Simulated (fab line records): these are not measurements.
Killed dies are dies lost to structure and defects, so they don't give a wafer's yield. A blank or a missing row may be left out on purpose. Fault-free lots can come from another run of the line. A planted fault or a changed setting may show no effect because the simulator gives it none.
fab line records -- flow n5_finfet
record lots=11, wafers=33, last_day=18
route steps=1938 shown ZERO_LAYER@17 WELL_APT@36 PMOS_HMC_CHANNEL_EPI@67 BEOL_M4@1111 PASSIVATION@1936
lots with no fault: from the same line, run without faults
start_h: the number of hours between the record's first day and the start of the first shown wafer of the lot -- wait_h: hours elapsed since this lot's preceding step -- " the same as in the row above -- L1.1+2: a single row standing in for several wafers -- - no value, or no start was given -- * or withheld: withheld -- < > ~ a bound
route shown NAME@n: NAME is a module with steps in the file, n the number in the route of the first one -- usual: mean/standard deviation of fault-free wafers -- same: alike in all rows -- chamber/n: place in a boat -- sites: per-site readings -- _std_site: standard deviation across them -- _edge_site: mean of outer sites minus mean of inner sites -- radius_mm: for every site, how far away it sits from the centre of the wafer -- mask NAME#n: copy n -- behind: the last tool/chamber to shape the wafer -- hold: what put the lot on hold/how long, in hours/how the hold closed -- device: names the non-switching transistor (n, p or np) -- end of line: the route-end tests of the same wafers -- a step given without rows: its recipe and nothing more -- killed: the dies lost at the first sort to structure and to defects; this is not the yield of the wafer -- map: the dies of a wafer, with x for killed, . for not killed, _ for no die there
set.NAME: the run value of the setting; set.NAME@STEP: its run value at that earlier step -- model.NAME: the simulator's own value behind a step, which no gauge read
a sample of lots followed through the steps of the route, with each step as a table and each wafer as a row
services: from which hour (start_h, from the record's first day; less than 0 if before it) a tool's chamber was out of use, for how many hours, and why
## steps
# step N5_ZERO_LAYER_STRIP_24
# recipe chemistry=O2, power_w=1000, temp_c=250, overash_fraction=0.3, pressure_mtorr=1000, o2_flow_sccm=6750
# usual drypump_motor_current_A=5.94/0.27, heater_power_w=328/21, oes_product_au=0.647/0.0043, strip_time_to_endpoint_s=43.86/0.085
lot.wafer,tool,chamber,start_h,wait_h,drypump_motor_current_A,heater_power_w,oes_product_au,rf_hours_counter_h,strip_time_to_endpoint_s
L897.1,plasma_asher-01,0,18.89,0.1,5.88,350,0.647,74,43.76
L897.3,plasma_asher-01,0,18.89,0.1,5.88,346,0.650,-,43.77
L897.5,plasma_asher-01,0,18.89,0.1,5.91,344,0.647,-,43.83
L899.1,plasma_asher-01,1,30.99,0.1,6.29,294,0.647,77,43.92
L899.4,plasma_asher-01,1,30.99,0.1,6.26,303,0.652,-,43.77
L899.5,plasma_asher-01,0,30.99,0.1,5.90,352,0.651,-,43.95
L901.4,plasma_asher-01,1,43.08,0.1,6.23,302,0.650,-,43.86
L901.5,plasma_asher-01,1,43.08,0.1,6.28,291,0.645,-,43.76
L901.6,plasma_asher-01,0,43.08,0.1,5.90,362,0.645,-,43.87
L902.2,plasma_asher-01,1,49.65,0.1,6.27,301,0.648,81,43.94
L902.3,plasma_asher-01,1,49.65,0.1,6.24,298,0.646,-,43.95
L902.6,plasma_asher-01,1,49.65,0.1,6.24,302,0.651,-,44.03
L905.2,plasma_asher-02,0,67.02,0.1,5.96,344,0.642,35,43.82
L905.4,plasma_asher-02,0,67.02,0.1,5.95,345,0.658,-,43.88
L905.6,plasma_asher-02,1,67.02,0.1,5.47,334,0.646,-,43.96
L907.3,plasma_asher-02,1,79.05,0.1,5.50,324,0.646,-,43.97
L907.4,plasma_asher-02,0,79.05,0.1,5.94,342,0.645,-,43.87
L907.6,plasma_asher-02,1,79.05,0.1,5.50,321,0.647,-,43.92
L910.2,plasma_asher-01,0,96.89,0.1,5.90,347,0.647,91,43.82
L910.3,plasma_asher-01,0,96.89,0.1,5.88,345,0.640,-,43.88
L910.6,plasma_asher-01,1,96.89,0.1,6.29,305,0.646,-,43.81
L911.1,plasma_asher-01,0,102.90,0.1,5.90,347,0.651,92,43.83
L911.2,plasma_asher-01,1,102.90,0.1,6.24,298,0.645,92,43.85
L911.5,plasma_asher-01,0,102.90,0.1,5.91,356,0.645,-,43.84
L912.3,plasma_asher-01,1,109.04,0.1,6.24,302,0.645,-,43.84
L912.5,plasma_asher-01,1,109.04,0.1,6.24,297,0.651,-,43.84
L912.6,plasma_asher-01,0,109.04,0.1,5.86,338,0.644,-,43.88
L918.2,plasma_asher-02,1,145.10,0.1,5.51,329,0.649,50,43.89
L918.3,plasma_asher-02,0,145.10,0.1,5.95,341,0.644,-,43.88
L918.5,plasma_asher-02,0,145.10,0.1,5.92,347,0.645,-,43.91
L919.3,plasma_asher-01,0,151.04,0.1,5.90,357,0.644,-,43.89
L919.5,plasma_asher-01,1,151.04,0.1,6.26,300,0.647,-,43.79
L919.6,plasma_asher-01,0,151.04,0.1,5.91,355,0.645,-,43.83
# step N5_ZERO_LAYER_INSPECT_20
# recipe inspect_instrument=darkfield, mode=post_clean
# usual raw_defect_count=39/18
lot.wafer,tool,chamber,start_h,wait_h,raw_defect_count
L897.1,defect_inspect-01,-,19.25,0.0,59
L897.3,defect_inspect-01,-,19.25,0.0,56
L897.5,defect_inspect-01,-,19.25,0.0,46
L899.1,defect_inspect-01,-,31.60,0.0,37
L899.4,defect_inspect-01,-,31.60,0.0,46
L899.5,defect_inspect-01,-,31.60,0.0,45
L901.4,defect_inspect-02,-,43.42,0.0,27
L901.5,defect_inspect-02,-,43.42,0.0,36
L901.6,defect_inspect-02,-,43.42,0.0,38
L902.2,defect_inspect-02,-,50.02,0.0,36
L902.3,defect_inspect-02,-,50.02,0.0,44
L902.6,defect_inspect-02,-,50.02,0.0,44
L905.2,defect_inspect-01,-,67.38,0.0,38
L905.4,defect_inspect-01,-,67.38,0.0,19
L905.6,defect_inspect-01,-,67.38,0.0,29
L907.3,defect_inspect-01,-,79.40,0.0,27
L907.4,defect_inspect-01,-,79.40,0.0,68
L907.6,defect_inspect-01,-,79.40,0.0,74
L910.2,defect_inspect-01,-,97.26,0.0,31
L910.3,defect_inspect-01,-,97.26,0.0,16
L910.6,defect_inspect-01,-,97.26,0.0,26
L911.1,defect_inspect-02,-,103.26,0.0,39
L911.2,defect_inspect-02,-,103.26,0.0,47
L911.5,defect_inspect-02,-,103.26,0.0,29
L912.3,defect_inspect-02,-,109.39,0.0,53
L912.5,defect_inspect-02,-,109.39,0.0,34
L912.6,defect_inspect-02,-,109.39,0.0,44
L918.2,defect_inspect-01,-,145.47,0.0,10
L918.3,defect_inspect-01,-,145.47,0.0,25
L918.5,defect_inspect-01,-,145.47,0.0,37
L919.3,defect_inspect-02,-,151.38,0.0,35
L919.5,defect_inspect-02,-,151.38,0.0,13
L919.6,defect_inspect-02,-,151.38,0.0,17
# step N5_WELL_APT_COAT_19
# recipe spin_rpm=1357, resist_thk_nm=950
# usual chill_plate_temp_C=22.98/0.11, dispense_pressure_kPa=51/4.6, spin_speed_rpm=1357.1/0.8
lot.wafer,tool,chamber,start_h,wait_h,chill_plate_temp_C,dispense_pressure_kPa,spin_speed_rpm
L897.1,litho_track-05,0,21.02,-,22.96,55,1356.9
L897.3,litho_track-05,0,21.02,-,22.84,55,1356.7
L897.5,litho_track-05,0,21.02,-,22.94,55,1357.6
L899.1,litho_track-04,0,33.02,-,23.03,53,1356.7
L899.4,litho_track-04,0,33.02,-,22.76,53,1356.9
L899.5,litho_track-04,0,33.02,-,22.92,53,1356.1
L901.4,litho_track-02,0,45.33,-,23.01,45,1357.0
L901.5,litho_track-02,0,45.33,-,22.91,45,1356.7
L901.6,litho_track-02,0,45.33,-,22.89,45,1357.6
L902.2,litho_track-05,0,51.39,-,23.01,55,1359.7
L902.3,litho_track-05,0,51.39,-,22.82,55,1358.4
L902.6,litho_track-05,0,51.39,-,23.05,55,1357.7
L905.2,litho_track-02,0,69.74,-,22.75,45,1357.4
L905.4,litho_track-02,0,69.74,-,22.80,45,1357.4
L905.6,litho_track-02,0,69.74,-,22.91,45,1357.0
L907.3,litho_track-04,0,80.60,-,23.07,53,1356.4
L907.4,litho_track-04,0,80.60,-,23.03,53,1358.5
L907.6,litho_track-04,0,80.60,-,23.09,53,1356.6
L910.2,litho_track-04,-,98.41,-,-,-,-
L910.3,litho_track-04,-,98.41,-,-,-,-
L910.6,litho_track-04,-,98.41,-,-,-,-
L911.1,litho_track-05,-,104.56,-,-,-,-
L911.2,litho_track-05,-,104.56,-,-,-,-
L911.5,litho_track-05,-,104.56,-,-,-,-
L912.3,litho_track-02,-,110.54,-,-,-,-
L912.5,litho_track-02,-,110.54,-,-,-,-
L912.6,litho_track-02,-,110.54,-,-,-,-
L918.2,litho_track-05,0,146.77,-,22.94,55,1356.9
L918.3,litho_track-05,0,146.77,-,22.95,55,1357.2
L918.5,litho_track-05,0,146.77,-,22.77,55,1356.9
L919.3,litho_track-05,0,152.69,-,23.14,55,1358.3
L919.5,litho_track-05,0,152.69,-,23.06,55,1356.9
L919.6,litho_track-05,0,152.69,-,22.95,55,1357.2
# step N5_WELL_APT_CD_MEAS_25
# recipe target_cd_nm=200, landing_energy_ev=500, detector=se_inlens
# usual cd_nm=200.5/2.3
lot.wafer,tool,chamber,start_h,wait_h,cd_nm
L897.1,cd_sem-03,0,21.28,-,201.1
L897.3,cd_sem-03,0,21.28,-,196.7
L897.5,cd_sem-03,0,21.28,-,201.9
L899.1,cd_sem-02,0,33.41,-,202.4
L899.4,cd_sem-02,0,33.41,-,198.3
L899.5,cd_sem-02,0,33.41,-,202.0
L901.4,cd_sem-03,0,45.60,-,200.7
L901.5,cd_sem-03,0,45.60,-,201.4
L901.6,cd_sem-03,0,45.60,-,198.3
L902.2,cd_sem-03,0,51.79,-,200.7
L902.3,cd_sem-03,0,51.79,-,202.3
L902.6,cd_sem-03,0,51.79,-,203.3
L905.2,cd_sem-01,0,70.01,-,196.7
L905.4,cd_sem-01,0,70.01,-,197.0
L905.6,cd_sem-01,0,70.01,-,200.3
L907.3,cd_sem-03,0,80.87,-,202.7
L907.4,cd_sem-03,0,80.87,-,201.2
L907.6,cd_sem-03,0,80.87,-,199.7
L910.2,cd_sem-02,0,98.68,-,-
L910.3,cd_sem-02,0,98.68,-,-
L910.6,cd_sem-02,0,98.68,-,-
L911.1,cd_sem-02,0,104.82,-,-
L911.2,cd_sem-02,0,104.82,-,-
L911.5,cd_sem-02,0,104.82,-,-
L912.3,cd_sem-02,0,110.94,-,-
L912.5,cd_sem-02,0,110.94,-,-
L912.6,cd_sem-02,0,110.94,-,-
L918.2,cd_sem-03,0,147.16,-,204.3
L918.3,cd_sem-03,0,147.16,-,201.9
L918.5,cd_sem-03,0,147.16,-,203.4
L919.3,cd_sem-01,0,153.09,-,201.0
L919.5,cd_sem-01,0,153.09,-,198.0
L919.6,cd_sem-01,0,153.09,-,203.4
# step N5_PMOS_HMC_CHANNEL_EPI_INSPECT_11
# recipe mode=adi, inspect_instrument=macro
# usual raw_defect_count=2.1/1.4
lot.wafer,tool,chamber,start_h,wait_h,raw_defect_count
L897.1,defect_inspect-01,-,23.38,0.0,0
L897.3,defect_inspect-01,-,23.38,0.0,5
L897.5,defect_inspect-01,-,23.38,0.0,1
L899.1,defect_inspect-01,-,35.75,0.0,4
L899.4,defect_inspect-01,-,35.75,0.0,1
L899.5,defect_inspect-01,-,35.75,0.0,2
L901.4,defect_inspect-01,-,47.95,0.0,1
L901.5,defect_inspect-01,-,47.95,0.0,6
L901.6,defect_inspect-01,-,47.95,0.0,2
L902.2,defect_inspect-01,-,54.58,0.0,4
L902.3,defect_inspect-01,-,54.58,0.0,1
L902.6,defect_inspect-01,-,54.58,0.0,2
L905.2,defect_inspect-02,-,74.28,0.0,2
L905.4,defect_inspect-02,-,74.28,0.0,0
L905.6,defect_inspect-02,-,74.28,0.0,3
L907.3,defect_inspect-01,-,83.19,0.0,3
L907.4,defect_inspect-01,-,83.19,0.0,2
L907.6,defect_inspect-01,-,83.19,0.0,1
L918.2,defect_inspect-01,-,149.57,0.0,0
L918.3,defect_inspect-01,-,149.57,0.0,2
L918.5,defect_inspect-01,-,149.57,0.0,1
L919.3,defect_inspect-01,-,155.30,0.0,2
L919.5,defect_inspect-01,-,155.30,0.0,2
L919.6,defect_inspect-01,-,155.30,0.0,4
# step N5_BEOL_M4_RC_MEAS_101
# usual DIBL_N=36.2/2.2, DIBL_P=36.1/2.8, IOFF_N=0.16/0.041, IOFF_P=0.21/0.047, ION_N=676/16, ION_P=463/11, SS_N=71.6/0.78, SS_P=73.3/0.86, VT_N=249/3.8, VT_P=-251/3.9
lot.wafer,tool,chamber,start_h,wait_h,DIBL_N[mV/V],DIBL_P[mV/V],IOFF_N[nA/um],IOFF_P[nA/um],ION_N[uA/um],ION_P[uA/um],SS_N[mV/dec],SS_P[mV/dec],VT_N[mV],VT_P[mV]
L897.1,prober-02,0,176.70,0.0,38.8,38.8,0.20,0.24,703,474,72.0,73.3,248,-250
L897.3,prober-02,0,176.70,0.0,37.1,36.6,0.16,0.21,689,465,72.3,72.3,249,-251
L897.5,prober-02,0,176.70,0.0,37.7,37.8,0.17,0.22,686,468,72.0,73.2,251,-251
L899.1,prober-02,0,202.84,0.0,37.1,37.5,0.18,0.23,682,465,72.0,73.7,246,-249
L899.4,prober-02,0,202.84,0.0,35.7,34.3,0.16,0.17,668,451,72.5,73.5,251,-252
L899.5,prober-02,0,202.84,0.0,35.9,36.3,0.16,0.20,684,465,71.1,73.9,250,-254
L901.4,prober-01,0,204.85,0.5,40.0,39.7,0.23,0.24,689,455,72.8,74.9,244,-251
L901.5,prober-01,0,204.85,0.5,38.2,38.1,0.17,0.21,662,449,72.8,73.2,248,-254
L901.6,prober-01,0,204.85,0.5,34.4,33.4,0.12,0.16,680,463,70.5,72.3,255,-255
L902.2,prober-02,0,214.68,0.2,38.3,38.3,0.19,0.22,682,461,71.7,73.7,248,-250
L902.3,prober-02,0,214.68,0.2,35.8,34.9,0.15,0.19,689,468,71.2,73.6,248,-250
L902.6,prober-02,0,214.68,0.2,40.0,39.5,0.22,0.24,701,474,72.4,74.3,244,-249
L905.2,prober-02,0,237.18,0.2,37.7,37.3,0.18,0.23,680,463,72.4,73.0,249,-248
L905.4,prober-02,0,237.18,0.2,32.6,31.9,0.10,0.16,664,460,69.9,72.2,255,-253
L905.6,prober-02,0,237.18,0.2,39.5,40.4,0.22,0.28,678,464,71.7,74.3,247,-247
L907.3,prober-01,0,243.53,0.3,37.2,36.5,0.19,0.20,695,472,71.7,73.8,246,-254
L907.4,prober-01,0,243.53,0.3,34.2,34.1,0.13,0.17,646,446,70.3,72.6,250,-256
L907.6,prober-01,0,243.53,0.3,35.3,36.3,0.16,0.21,665,454,71.2,73.6,247,-252
L919.3,prober-01,0,313.13,0.3,35.8,38.1,0.15,0.23,661,461,70.6,74.0,250,-250
L919.5,prober-01,0,313.13,0.3,40.4,42.0,0.26,0.31,701,482,72.5,75.7,242,-245
L919.6,prober-01,0,313.13,0.3,31.0,31.3,0.08,0.13,647,449,69.6,71.7,260,-255
L918.2,prober-02,0,316.46,0.2,33.7,32.3,0.11,0.14,653,450,69.8,71.8,254,-255
L918.3,prober-02,0,316.46,0.2,33.2,31.3,0.10,0.14,664,453,70.4,71.6,256,-258
L918.5,prober-02,0,316.46,0.2,38.4,37.8,0.18,0.21,669,455,71.6,73.5,249,-254
# step N5_PASSIVATION_PROBE_49
# usual defect_limited_yield=91.4/1.4, killed_at_M0_to_M3=33/10, killed_at_M4_up=14/6.1, killed_at_contacts=14/6.1, killed_at_front_end=38/9.7, killed_at_other=3.1/2.9, killed_dies=102/17, killed_on_rim=14/4.1, killed_open=67/13, killed_short=32/8, sort_bin_5_function=5.1/0.94, sort_bin_6_memory=3.2/0.68, sort_bin_8_speed=0.02/0.17, sort_n_pass=1078/17, sort_yield_pct=91.3/1.5
# same gross_dies=1180, killed_at_back_side=0, sort_bin_4_leakage[%]=0
lot.wafer,tool,chamber,start_h,wait_h,defect_limited_yield[%],killed_at_M0_to_M3,killed_at_M4_up,killed_at_contacts,killed_at_front_end,killed_at_other,killed_dies,killed_on_rim,killed_open,killed_short,sort_bin_5_function[%],sort_bin_6_memory[%],sort_bin_8_speed[%],sort_n_pass,sort_yield_pct[%]
L897.1,prober-01,-,282.13,0.0,95.1,15,14,10,19,0,58,8,41,16,3.1,1.7,0,1122,95.1
L897.3,prober-01,-,282.23,0.1,91.8,27,10,16,38,6,97,21,69,28,4.2,3.6,0,1083,91.8
L897.5,prober-01,-,282.33,0.2,91.6,29,10,23,30,7,99,10,74,25,4.7,3.3,0,1081,91.6
L899.1,prober-02,-,306.65,0.0,91.2,25,29,17,32,1,104,10,73,29,5.7,2.7,0,1076,91.2
L899.4,prober-02,-,306.80,0.2,92.5,22,11,23,32,1,89,6,69,19,4.6,2.8,0,1091,92.5
L899.5,prober-02,-,306.85,0.2,90.2,40,10,14,50,2,116,16,81,35,5.3,4.2,0,1064,90.2
L902.2,prober-02,-,313.47,0.1,88.6,41,13,12,67,1,134,21,78,54,7.2,3.7,0,1046,88.6
L902.3,prober-02,-,313.52,0.1,90.9,32,12,12,50,1,107,10,80,26,5.3,3.6,0,1073,90.9
L902.6,prober-02,-,313.67,0.3,90.4,38,5,13,55,2,113,16,73,40,5.1,4.3,0,1067,90.4
L905.2,prober-02,-,342.07,0.1,91.4,36,10,9,46,1,102,17,60,40,5.8,2.6,0,1078,91.4
L905.4,prober-02,-,342.17,0.2,92.8,26,11,14,32,2,85,9,55,25,4.1,2.9,0,1095,92.8
L905.6,prober-02,-,342.27,0.3,91.9,28,21,17,27,2,95,14,62,32,5.4,2.5,0,1085,91.9
L907.3,prober-01,-,346.63,0.1,90.8,47,10,16,35,1,109,19,72,34,5.3,3.2,0,1071,90.8
L907.4,prober-01,-,346.68,0.2,91.1,36,10,16,40,3,105,24,63,36,5.2,2.5,0,1075,91.1
L907.6,prober-01,-,346.78,0.3,89.9,43,12,26,32,6,119,19,80,38,5.3,4.6,0,1061,89.9
L910.2,prober-01,-,376.18,0.1,0,44,12,11,1111,2,1180,152,66,31,96.5,3.4,0,0,0
L910.3,prober-01,-,376.23,0.1,0,32,8,17,1123,0,1180,152,78,29,95.8,3.8,0,0,0
L910.6,prober-01,-,376.38,0.3,0,27,24,12,1116,1,1180,152,76,35,95.8,3.9,0,0,0
L911.1,prober-02,-,376.72,0.0,0,23,15,22,1119,1,1180,152,57,39,96.5,3.2,0,0,0
L911.2,prober-02,-,376.77,0.1,0,39,16,9,1108,8,1180,152,69,37,95.9,3.6,0,0,0
L911.5,prober-02,-,376.92,0.2,0,24,12,13,1125,6,1180,152,48,31,97.2,2.2,0,0,0
L912.3,prober-02,-,390.30,0.1,0,27,33,9,1109,2,1180,152,63,29,97.4,2.3,0,0,0
L912.5,prober-02,-,390.40,0.2,0,31,15,5,1128,1,1180,152,52,28,97.7,2.1,0,0,0
L912.6,prober-02,-,390.45,0.3,0,48,33,7,1089,3,1180,152,86,35,96.2,3.5,0,0,0
# killed by level:class
L897.1 MOL_CONTACT_COAG:geometric_particle:open=8 BEOL_M4:geometric_particle:open=5 BEOL_M0_SAQP:geometric_particle:open=4 BEOL_M1:geometric_particle:open=4 FIN_SAQP:geometric_particle:open=3 DUMMY_GATE:geometric_particle:open=3 GATE_CUT:geometric_particle:open=3 STARTING-WAFER:geometric_particle:short=3
L897.3 MOL_CONTACT_COAG:geometric_particle:open=13 BEOL_M0_SAQP:geometric_particle:open=10 STI_FIN_REVEAL:geometric_particle:open=8 BEOL_M0_SAQP:geometric_particle:short=8 DUMMY_GATE:geometric_particle:open=6 FIN_SAQP:geometric_particle:open=4 BEOL_M3:geometric_particle:open=4 STARTING-WAFER:geometric_particle:open=4
L897.5 MOL_CONTACT_COAG:geometric_particle:open=16 BEOL_M1:geometric_particle:open=12 STI_FIN_REVEAL:geometric_particle:open=9 MOL_CONTACT_COAG:geometric_particle:short=7 BEOL_M0_SAQP:geometric_particle:open=7 BEOL_M3:geometric_particle:open=4 STARTING-WAFER:geometric_particle:short=4 FIN_SAQP:geometric_particle:open=3
L899.1 BEOL_M4:geometric_particle:open=16 MOL_CONTACT_COAG:geometric_particle:open=14 STI_FIN_REVEAL:geometric_particle:open=9 FIN_SAQP:geometric_particle:open=8 BEOL_M0_SAQP:geometric_particle:short=7 BEOL_M1:geometric_particle:open=6 BEOL_M0_SAQP:geometric_particle:open=5 BEOL_M4:geometric_particle:short=5
L899.4 MOL_CONTACT_COAG:geometric_particle:open=21 STI_FIN_REVEAL:geometric_particle:open=11 BEOL_M3:geometric_particle:open=6 FIN_SAQP:geometric_particle:open=5 BEOL_M0_SAQP:geometric_particle:open=5 BEOL_M4:geometric_particle:open=5 FIN_SAQP:geometric_particle:short=3 GATE_CUT:geometric_particle:short=3
L899.5 STI_FIN_REVEAL:geometric_particle:open=22 BEOL_M1:geometric_particle:open=12 MOL_CONTACT_COAG:geometric_particle:open=11 FIN_SAQP:geometric_particle:short=8 BEOL_M3:geometric_particle:open=8 FIN_SAQP:geometric_particle:open=5 STARTING-WAFER:geometric_particle:short=5 BEOL_M0_SAQP:geometric_particle:short=5
L902.2 FIN_SAQP:geometric_particle:short=25 FIN_SAQP:geometric_particle:open=14 BEOL_M2:geometric_particle:open=13 MOL_CONTACT_COAG:geometric_particle:open=11 BEOL_M3:geometric_particle:open=8 STI_FIN_REVEAL:geometric_particle:open=7 BEOL_M0_SAQP:geometric_particle:short=5 DUMMY_GATE:geometric_particle:open=4
L902.3 STI_FIN_REVEAL:geometric_particle:open=13 FIN_SAQP:geometric_particle:open=12 MOL_CONTACT_COAG:geometric_particle:open=12 FIN_SAQP:geometric_particle:short=10 BEOL_M2:geometric_particle:open=9 BEOL_M0_SAQP:geometric_particle:open=8 BEOL_M4:geometric_particle:open=7 BEOL_M1:geometric_particle:short=4
L902.6 FIN_SAQP:geometric_particle:short=15 FIN_SAQP:geometric_particle:open=14 MOL_CONTACT_COAG:geometric_particle:open=9 BEOL_M3:geometric_particle:open=8 BEOL_M2:geometric_particle:open=7 GATE_CUT:geometric_particle:open=6 BEOL_M1:geometric_particle:short=6 DUMMY_GATE:geometric_particle:open=5
L905.2 BEOL_M1:geometric_particle:open=9 GATE_CUT:geometric_particle:short=9 MOL_CONTACT_COAG:geometric_particle:open=8 BEOL_M0_SAQP:geometric_particle:short=8 BEOL_M0_SAQP:geometric_particle:open=8 FIN_SAQP:geometric_particle:open=7 STI_FIN_REVEAL:geometric_particle:open=6 FIN_SAQP:geometric_particle:short=5
L905.4 MOL_CONTACT_COAG:geometric_particle:open=11 BEOL_M0_SAQP:geometric_particle:open=6 BEOL_M1:geometric_particle:open=6 FIN_SAQP:geometric_particle:open=5 STI_FIN_REVEAL:geometric_particle:open=5 STARTING-WAFER:geometric_particle:open=5 GATE_CUT:geometric_particle:short=4 BEOL_M4:geometric_particle:open=4
L905.6 MOL_CONTACT_COAG:geometric_particle:open=11 BEOL_M1:geometric_particle:open=10 BEOL_M4:geometric_particle:open=9 FIN_SAQP:geometric_particle:open=7 BEOL_M4:geometric_particle:short=7 MOL_CONTACT_COAG:geometric_particle:short=6 BEOL_M3:geometric_particle:open=6 BEOL_M0_SAQP:geometric_particle:open=5
L907.3 MOL_CONTACT_COAG:geometric_particle:open=15 BEOL_M0_SAQP:geometric_particle:short=12 BEOL_M3:geometric_particle:open=12 BEOL_M0_SAQP:geometric_particle:open=11 DUMMY_GATE:geometric_particle:open=7 BEOL_M2:geometric_particle:open=6 FIN_SAQP:geometric_particle:short=5 STI_FIN_REVEAL:geometric_particle:open=4
L907.4 BEOL_M2:geometric_particle:open=11 MOL_CONTACT_COAG:geometric_particle:open=10 STI_FIN_REVEAL:geometric_particle:open=7 DUMMY_GATE:geometric_particle:open=7 MOL_CONTACT_COAG:geometric_particle:short=6 BEOL_M0_SAQP:geometric_particle:open=6 BEOL_M3:geometric_particle:open=6 BEOL_M4:geometric_particle:short=5
L907.6 MOL_CONTACT_COAG:geometric_particle:open=18 BEOL_M0_SAQP:geometric_particle:open=14 BEOL_M0_SAQP:geometric_particle:short=9 MOL_CONTACT_COAG:geometric_particle:short=8 BEOL_M2:geometric_particle:short=8 BEOL_M3:geometric_particle:open=8 FIN_SAQP:geometric_particle:short=6 STI_FIN_REVEAL:geometric_particle:open=6
L910.2 WELL_APT:area_expose=1081 BEOL_M0_SAQP:geometric_particle:short=13 MOL_CONTACT_COAG:geometric_particle:open=10 BEOL_M2:geometric_particle:open=9 GATE_CUT:geometric_particle:open=6 BEOL_M0_SAQP:geometric_particle:open=6 BEOL_M1:geometric_particle:open=6 GATE_CUT:geometric_particle:short=5
L910.3 WELL_APT:area_expose=1072 STI_FIN_REVEAL:geometric_particle:open=15 MOL_CONTACT_COAG:geometric_particle:open=12 BEOL_M0_SAQP:geometric_particle:short=12 BEOL_M0_SAQP:geometric_particle:open=10 FIN_SAQP:geometric_particle:open=8 GATE_CUT:geometric_particle:open=6 FIN_SAQP:geometric_particle:short=5
L910.6 WELL_APT:area_expose=1069 BEOL_M4:geometric_particle:open=10 BEOL_M2:geometric_particle:open=8 MOL_CONTACT_COAG:geometric_particle:open=8 BEOL_M5:geometric_particle:open=8 DUMMY_GATE:geometric_particle:open=7 BEOL_M0_SAQP:geometric_particle:open=7 FIN_SAQP:geometric_particle:open=6
L911.1 WELL_APT:area_expose=1081 FIN_SAQP:geometric_particle:short=16 MOL_CONTACT_COAG:geometric_particle:open=15 MOL_CONTACT_COAG:geometric_particle:short=7 BEOL_M3:geometric_particle:open=7 FIN_SAQP:geometric_particle:open=5 BEOL_M0_SAQP:geometric_particle:short=5 DUMMY_GATE:geometric_particle:open=4
L911.2 WELL_APT:area_expose=1070 MOL_CONTACT_COAG:geometric_particle:open=8 BEOL_M0_SAQP:geometric_particle:short=8 BEOL_M0_SAQP:geometric_particle:open=8 FIN_SAQP:geometric_particle:short=7 BEOL_M1:geometric_particle:open=7 BEOL_M2:geometric_particle:open=6 STI_FIN_REVEAL:geometric_particle:open=6
L911.5 WELL_APT:area_expose=1099 MOL_CONTACT_COAG:geometric_particle:open=11 FIN_SAQP:geometric_particle:open=8 BEOL_M0_SAQP:geometric_particle:short=7 BEOL_M0_SAQP:geometric_particle:open=5 FIN_SAQP:geometric_particle:short=4 GATE_CUT:geometric_particle:short=4 BEOL_M4:geometric_particle:short=3
L912.3 WELL_APT:area_expose=1086 BEOL_M4:geometric_particle:open=10 MOL_CONTACT_COAG:geometric_particle:open=8 BEOL_M0_SAQP:geometric_particle:open=8 BEOL_M5:geometric_particle:open=7 DUMMY_GATE:geometric_particle:open=6 BEOL_M0_SAQP:geometric_particle:short=6 DUMMY_GATE:geometric_particle:short=4
L912.5 WELL_APT:area_expose=1100 BEOL_M0_SAQP:geometric_particle:short=10 BEOL_M4:geometric_particle:open=7 BEOL_M0_SAQP:geometric_particle:open=6 BEOL_M2:geometric_particle:open=5 MOL_CONTACT_COAG:geometric_particle:open=5 STARTING-WAFER:geometric_particle:open=5 DUMMY_GATE:geometric_particle:open=4
L912.6 WELL_APT:area_expose=1057 BEOL_M4:geometric_particle:open=15 BEOL_M2:geometric_particle:open=12 BEOL_M0_SAQP:geometric_particle:open=11 BEOL_M4:geometric_particle:short=10 BEOL_M0_SAQP:geometric_particle:short=9 STI_FIN_REVEAL:geometric_particle:open=7 FIN_SAQP:geometric_particle:open=6
## services
tool,chamber,start_h,hours,kind
litho_track-04,-,119.64,-,consumable_replace:filter
## key
first_sign step=N5_WELL_APT_COAT_19, reading=tool_record, direction=missing
effect step=N5_WELL_APT_CD_MEAS_25, reading=cd_nm, direction=missing
effect step=N5_PASSIVATION_PROBE_49, reading=killed_at_front_end, direction=up, sigmas=99+, usual=38, struck=1114
more_kills_born_at N5_WELL_APT_EXPOSE_22@krf_scanner-02=6472, N5_WELL_APT_EXPOSE_22@krf_scanner-01=3243
met_at N5_WELL_APT_COAT_19
struck_lots L910,L911,L912
later_rows_left_out L910.2,L910.3,L910.6,L911.1,L911.2,L911.5,L912.3,L912.5,L912.6
not_acting_at N5_ZERO_LAYER_STRIP_24,N5_ZERO_LAYER_INSPECT_20,N5_PMOS_HMC_CHANNEL_EPI_INSPECT_11
onset_between 80.60 98.41
fault kind=skipped_step_whole, tool=litho_track-02,litho_track-04,litho_track-05, chamber=-, onset_h=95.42, steps=N5_WELL_APT_COAT_19, scope=struck_lots_only
# later_rows_left_out: the simulator's readings of these wafers behind a module that went badly wrong aren't trusted and aren't shown, but for the sort
